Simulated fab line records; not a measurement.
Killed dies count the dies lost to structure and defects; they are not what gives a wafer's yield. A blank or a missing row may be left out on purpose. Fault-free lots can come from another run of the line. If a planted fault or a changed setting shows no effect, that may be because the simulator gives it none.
Chamber matching || flow n5-finfet || N5_SD_EPI_N_LINER_46 on ald-sin-04 has 4 sister chambers
The step material SiNx, target thk 3 nm. 4 wafers are shown with their chamber, then 7 later ones without.

WAFERS WITH THEIR CHAMBER
{"wafer": "L080.1", "chamber": 1, "heater-power-outer-w (W)": 441}
{"wafer": "L081.3", "chamber": 2, "heater-power-outer-w (W)": 563}
{"wafer": "L082.4", "chamber": 0, "heater-power-outer-w (W)": 514}
{"wafer": "L082.5", "chamber": 3, "heater-power-outer-w (W)": 581}

WAFERS WITHOUT THEIR CHAMBER
{"wafer": "L082.6", "heater-power-outer-w (W)": 509}
{"wafer": "L090.2", "heater-power-outer-w (W)": 576}
{"wafer": "L090.4", "heater-power-outer-w (W)": 587}
{"wafer": "L090.6", "heater-power-outer-w (W)": 503}
{"wafer": "L094.3", "heater-power-outer-w (W)": 592}
{"wafer": "L094.4", "heater-power-outer-w (W)": 426}
{"wafer": "L094.5", "heater-power-outer-w (W)": 569}

CHAMBER TAKEN BY EACH
{"wafer": "L082.6", "from the rows above": 0, "in truth": 0}
{"wafer": "L090.2", "from the rows above": "can't be placed: 3 or 2", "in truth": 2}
{"wafer": "L090.4", "from the rows above": "can't be placed: 3 or 2", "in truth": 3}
{"wafer": "L090.6", "from the rows above": 0, "in truth": 0}
{"wafer": "L094.3", "from the rows above": "can't be placed: 3 or 2", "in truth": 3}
{"wafer": "L094.4", "from the rows above": 1, "in truth": 1}
{"wafer": "L094.5", "from the rows above": "can't be placed: 2 or 3", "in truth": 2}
Correctly placed: 3 of 7. Cannot be placed on the basis of these rows: 4; the candidates contain the true chamber in 4. Number placed wrongly: 0.
How it was worked out, from the rows above alone: a wafer's distance from a chamber is the root of the sum, over the readings, of the square of ((its reading less the chamber's mean) divided by the reading's scatter). The wafer belongs to the nearest chamber; if the next one is less than 2 further off, it can't be placed. For every chamber, the mean is computed from those of its wafers that are shown. The scatter: root of mean squared gap, hidden wafer to nearest shown wafer, with one shown wafer a chamber.
